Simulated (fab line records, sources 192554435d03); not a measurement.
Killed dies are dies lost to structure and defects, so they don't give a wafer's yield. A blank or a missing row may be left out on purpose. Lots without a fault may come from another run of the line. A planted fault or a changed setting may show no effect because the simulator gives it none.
A struck lot beside a sound one | flow n5_finfet | 15 steps out of a route of 1938
Sound: wafers L332.1, L332.3, L332.6. Struck: wafers L328.4, L328.6. The cause comes at the end.
At each step with rows: each side's tool, then ch and its chambers, then its first start. Under that, the readings that differ: sound wafers | struck wafers | difference of the means | sigmas: that difference in standard deviations of wafers without a fault.
alike: readings whose means differ by less than 2 such deviations, and words and numbers that are the same on both sides. not compared: withheld readings, readings that some wafer has no value for, bounds like >300 that may hide the same value, and numbers for which the record gives no deviation and whose values overlap.
The two part at a step that has a row with sigmas, a row that says differs or no value, or rows on one side only. Numbers that don't overlap but have no deviation are shown without sigmas and don't part them. A reading that every wafer of one side lacks parts them only if that side has two wafers or more.

first, 4 steps without rows for these wafers: N5_DUMMY_GATE_STRIP_38 (strips in N2/H2); N5_DUMMY_GATE_STRIP_39 (strips in N2/H2); N5_DUMMY_GATE_TRIM_49 (chemistry O2, time 29 s, target cd 14 nm); N5_DUMMY_GATE_STRIP_40 (strips in CF4).
N5_DUMMY_GATE_CD_MEAS_50: target cd 14 nm.
  sound on cd_sem-02, day 9 01:17; struck on cd_sem-02, day 7 18:55
  alike: cd_nm
N5_DUMMY_GATE_ETCH_31: etches SiO2 in C4F6/O2, target depth 82.5 nm, time 27.5 s.
  sound on rie_diel-04 ch 1,2, day 9 01:31; struck on rie_diel-04 ch 1,2, day 7 18:57
  alike: drypump_motor_current_A, oes_product_au, rf_vpp_V, showerhead_plenum_p_Torr, throttle_valve_pct
  not compared: rf_hours_counter_h
N5_DUMMY_GATE_STRIP_41: strips in O2.
  sound on rie_diel-04 ch 1,2, day 9 01:34; struck on rie_diel-04 ch 1,2, day 7 18:59
  alike: drypump_motor_current_A, oes_product_au, rf_vpp_V, showerhead_plenum_p_Torr, throttle_valve_pct
  not compared: rf_hours_counter_h
N5_DUMMY_GATE_HM_OPEN_21: chemistry CH3F/O2, target SiNx, target depth 120 nm, time 171.4 s.
  sound on rie_diel-04 ch 1,2, day 9 01:36; struck on rie_diel-04 ch 1,2, day 7 19:02
  alike: drypump_motor_current_A, oes_product_au, rf_vpp_V, showerhead_plenum_p_Torr, throttle_valve_pct
  not compared: rf_hours_counter_h
then, 1 step without rows for these wafers: N5_DUMMY_GATE_ETCH_32 (etches SiO2 in CF4, target depth 3.5 nm, time 3.9 s).
N5_DUMMY_GATE_ETCH_23: etches poly-Si in HBr/Cl2/O2, target depth 41 nm, time 22.3 s.
  sound on rie_si-01 ch 2,3, day 9 01:47; struck on rie_si-03 ch 0, day 7 19:13
  alike: drypump_motor_current_A, oes_product_au, throttle_valve_pct
  not compared: rf_hours_counter_h
then, 1 step without rows for these wafers: N5_DUMMY_GATE_ETCH_44 (etches poly-Si in HBr/O2, stops on SiO2, target depth 127.5 nm).
N5_DUMMY_GATE_CD_MEAS_24: target cd 15 nm.
  sound on cd_sem-03, day 9 01:58; struck on cd_sem-01, day 7 19:24
  alike: cd_nm
N5_DUMMY_GATE_ETCH_42: etches SiO2 in CHF3/O2, target depth 3.5 nm, time 31 s.
  sound on rie_diel-04 ch 0,1,2, day 9 02:01; struck on rie_diel-01 ch 1,3, day 7 19:26
  reading                  | sound            | struck     | difference | sigmas
  model.etch.depth_nm (nm) | 3.44 3.578 3.457 | 2.95 2.919 | -0.56      |
  alike: drypump_motor_current_A, oes_product_au, rf_vpp_V, showerhead_plenum_p_Torr, throttle_valve_pct
  not compared: rf_hours_counter_h
N5_DUMMY_GATE_STRIP_48: strips in N2/H2, time 20 s.
  sound on rie_diel-04 ch 0,1,2, day 9 02:04; struck on rie_diel-01 ch 1,3, day 7 19:29
  alike: drypump_motor_current_A, oes_product_au, rf_vpp_V, showerhead_plenum_p_Torr, throttle_valve_pct
  not compared: rf_hours_counter_h
-- the record jumps here: 5 days lie between the struck wafers' starts before and after (it left off in module DUMMY_GATE and takes up again in module BEOL_M4, whose first step shown is number 1111 of the route) --
N5_BEOL_M4_RC_MEAS_101:
  sound on prober-01 ch 0, day 13 23:21; struck on prober-02 ch 0, day 13 00:31
  alike: DIBL_N, DIBL_P, IOFF_N, IOFF_P, ION_N, ION_P, SS_N, SS_P, VT_N, VT_P

WHERE THEY PART
Nowhere in this record.

WHY: what the simulator had put in
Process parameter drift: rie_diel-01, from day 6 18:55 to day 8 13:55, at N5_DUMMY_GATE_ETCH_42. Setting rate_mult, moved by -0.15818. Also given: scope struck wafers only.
